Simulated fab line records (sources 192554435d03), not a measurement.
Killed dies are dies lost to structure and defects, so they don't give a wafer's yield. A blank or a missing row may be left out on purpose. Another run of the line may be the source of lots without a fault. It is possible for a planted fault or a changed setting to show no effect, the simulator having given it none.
Split-lot study    flow n5_finfet    7 lots, 21 wafers read, on a route of 1938 steps

== ON THE SPLIT ==
At N5_DUMMY_GATE_COAT_09 (resist thk 30 nm), the setting spin_rpm was moved away from the recipe's 1500 rpm on 7 of the 21 wafers read, by -10.6% to +5.3%. For the rest of the wafers, this setting stayed at what the recipe calls for.

== FROM THE SPLIT TO THE READING: what the file shows between them, 3 steps ==
- N5_DUMMY_GATE_EBR_11
- N5_DUMMY_GATE_SOFTBAKE_10: time 60 s
- N5_DUMMY_GATE_DESCUM_20: chemistry O2, time 6.2 s

== THE READING ==
CAR-EUV_of_DUMMY_GATE_COAT_09.thk_nm (the simulator's own value, which no gauge read), in nm, at N5_DUMMY_GATE_ETCH_29 (etches underlayer in N2/H2, target depth 13 nm). The file does not state a usual value for it. Across the 14 wafers here that went through the recipe, the average is 19.0 nm and the standard deviation 0.25 nm.

wafer   tool, chamber at the split  spin_rpm as run, rpm  against the recipe  CAR-EUV_of_DUMMY_GATE_COAT_09.thk_nm, nm  against lot-mates on the recipe
L075.1  litho_track-02, 0           1500                  recipe              18.8                                      -
L075.4  litho_track-02, 0           1500                  recipe              18.8                                      -
L075.3  litho_track-02, 0           1500                  recipe              19                                        -
L076.1  litho_track-05, 0           1500                  recipe              18.8                                      -
L076.2  litho_track-05, 0           1349                  -10.1%              20.6                                      +1.8
L076.6  litho_track-05, 0           1349                  -10.1%              20.6                                      +1.8
L077.2  litho_track-05, 0           1500                  recipe              19                                        -
L077.5  litho_track-05, 0           1500                  recipe              18.8                                      -
L077.6  litho_track-05, 0           1500                  recipe              18.4                                      -
L080.4  litho_track-01, 0           1341                  -10.6%              20.8                                      no lot-mate on the recipe
L080.6  litho_track-01, 0           1341                  -10.6%              20.8                                      no lot-mate on the recipe
L080.5  litho_track-01, 0           1341                  -10.6%              20.6                                      no lot-mate on the recipe
L087.1  litho_track-05, 0           1500                  recipe              19.2                                      -
L087.2  litho_track-05, 0           1500                  recipe              19.2                                      -
L087.4  litho_track-05, 0           1500                  recipe              19.2                                      -
L089.2  litho_track-05, 0           1500                  recipe              19.2                                      -
L089.5  litho_track-05, 0           1500                  recipe              19.2                                      -
L089.3  litho_track-05, 0           1456                  -2.9%               19.6                                      +0.4
L090.1  litho_track-01, 0           1500                  recipe              19.4                                      -
L090.2  litho_track-01, 0           1500                  recipe              19                                        -
L090.4  litho_track-01, 0           1580                  +5.3%               18.2                                      -1.0

THE FIT
A straight line over all 21 wafers: CAR-EUV_of_DUMMY_GATE_COAT_09.thk_nm changes by -0.161 nm for each +1% of spin_rpm; r = -0.96; the points scatter about the line by 0.22 nm.
The same after taking each lot's own level away (the mean of its wafers on the recipe; 18 wafers): -0.179 nm for each +1%; r = -0.98; scatter 0.14 nm.
According to that fit, moving spin_rpm by its largest amount changes the reading by 1.9 nm.
Across the lots, their own levels run from 18.73 to 19.20 nm, a range of 1.9 times the standard deviation given above.
So the slope is not independent of the lot-to-lot level: the two fits are not the same.
Check: for one of the wafers moved furthest among these (-10.1%), held out of the fit, the line's prediction against its lot-mates is +1.79 nm. It came out at +1.8 nm against them.

== THE OTHER SPLITS THESE WAFERS WENT THROUGH ==
Before the reading, these wafers also passed through other splits. Each is held against what the fit with the lots' levels taken away leaves over:
other split on the same wafers          wafers away from the commonest value  r with CAR-EUV_of_DUMMY_GATE_COAT_09.thk_nm (lot level and that fit taken away)
N5_ZERO_LAYER_PECVD_02 time_s           7                                     +0.10
N5_ZERO_LAYER_COAT_05 spin_rpm          9                                     +0.27
N5_ZERO_LAYER_EXPOSE_08 dose_mj         2                                     +0.01
N5_WELL_APT_COAT_02 spin_rpm            5                                     -0.09
N5_PMOS_HMC_CHANNEL_EPI_ETCH_32 bias_w  4                                     -0.03
N5_FIN_CUT_EXPOSE_05 dose_mj            6                                     -0.05

== THE WHOLE CHAIN: every reading that the file lists as answering this split, in the file's order ==
step                     what it does                                    reading                                                                                change (the file's fit)                r (the file's)
N5_DUMMY_GATE_COAT_09    resist thk 30 nm                                CAR-EUV_of_DUMMY_GATE_COAT_09.thk_nm (the simulator's own value, which no gauge read)  -0.16 nm for each +1% of the setting   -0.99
N5_DUMMY_GATE_DESCUM_20  chemistry O2, time 6.2 s                        CAR-EUV_of_DUMMY_GATE_COAT_09.thk_nm (the simulator's own value, which no gauge read)  -0.17 nm for each +1% of the setting   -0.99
N5_DUMMY_GATE_ETCH_29    etches underlayer in N2/H2, target depth 13 nm  CAR-EUV_of_DUMMY_GATE_COAT_09.thk_nm (the simulator's own value, which no gauge read)  -0.178 nm for each +1% of the setting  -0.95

== FILE'S OWN FIT ==
CAR-EUV_of_DUMMY_GATE_COAT_09.thk_nm changes by -0.178 nm for each +1% of spin_rpm, r = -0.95.
